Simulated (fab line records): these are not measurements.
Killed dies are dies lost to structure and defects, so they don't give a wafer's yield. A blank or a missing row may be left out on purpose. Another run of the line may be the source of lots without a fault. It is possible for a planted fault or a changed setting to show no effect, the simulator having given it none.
Code-filled problem report in 8D (eight disciplines) form -- flow n5_finfet -- the parts of the form that need people (team, actions taken, sign-off) are left out

== 1. PROBLEM STATEMENT ==
At N5_FIN_SAQP_ETCH_64, oes_product_au averages 1.432 a.u. over 4 wafers from 2 lots, while fault-free wafers read 1.004 a.u., standard deviation 0.025. Measured from the usual mean, that is +17 standard deviations.
The step: etches SiO2 in CF4, target depth 1.5 nm.
First seen on wafer L433.3, day 3 14:23, on rie_si-05. The record has a number at this step for 12 wafers belonging to 4 lots. Rule for "out", or "out of limits": more than 4 standard deviations from the usual mean. The rest of the wafers with a number are treated as sound.

== 2. WHAT IT IS, WHAT IT ISN'T ==
question,is,is not
which readings at this step,oes_product_au,drypump_motor_current_A
which lots,"L433, L434","L430, L441"
which wafers of those lots,"L433.3, L433.6, L434.3, L434.4","L433.1, L434.2"
read on which tools,rie_si-05,rie_si-01
when,from day 3 14:23,"up to then (4 sound wafers); but 4 sound wafers of L434, L441 came after"

== 3. WHAT RULES OUT EACH SUSPECT ==
Counting: any tool at a process step up to the reading remains a suspect provided it ran every lot that is out. Sound lots after the first of them don't rule it out here, since some wafers of a struck lot are sound.
- rie_si-05 at N5_FIN_SAQP_ETCH_64 (etches SiO2 in CF4, target depth 1.5 nm): kept. Every lot that is out went through it, the first being L433 (day 3 14:23); the last sound lot it ran before that was L430 (day 2 19:34). On those wafers its own readings are out: oes_product_au.
- Within rie_si-05 at N5_FIN_SAQP_ETCH_64: the wafers that are out ran in chambers 0, 3; their sound lot-mates ran in chamber 1.
The count leaves rie_si-05 at N5_FIN_SAQP_ETCH_64.

== 4. THE CAUSE (what the simulator had put in) ==
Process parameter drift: rie_si-05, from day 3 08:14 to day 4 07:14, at N5_FIN_SAQP_ETCH_64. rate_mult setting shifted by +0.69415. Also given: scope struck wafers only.
The count eliminated every tool but this one.

== 5. THE EFFECT CHAIN, in route order ==
Each row: a reading whose mean over the struck wafers that have a number lies more than 3 standard deviations from the usual. Readings are gone through only where the record gives a usual standard deviation; hours: the median, over the lots, of the time from a lot's start at the first step in this table giving one to that lot's start at this step; sigmas: the change measured in usual standard deviations.
hours,step,reading,usual,on struck wafers,change,sigmas
0,N5_FIN_SAQP_ETCH_64,oes_product_au,1.004 a.u.,1.432,+0.428,+17
The process steps in it:
- N5_FIN_SAQP_ETCH_64: etches SiO2 in CF4, target depth 1.5 nm.
Later steps that measure or inspect, where all struck wafers having a row at the step show a number for every such reading and not one has moved that far: N5_BEOL_M4_RC_MEAS_101.

== 6. HOW IT WOULD HAVE BEEN CAUGHT EARLIER ==
The fault began at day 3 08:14; the first out-of-limits reading in this record came at day 3 14:23, 6 hours later.
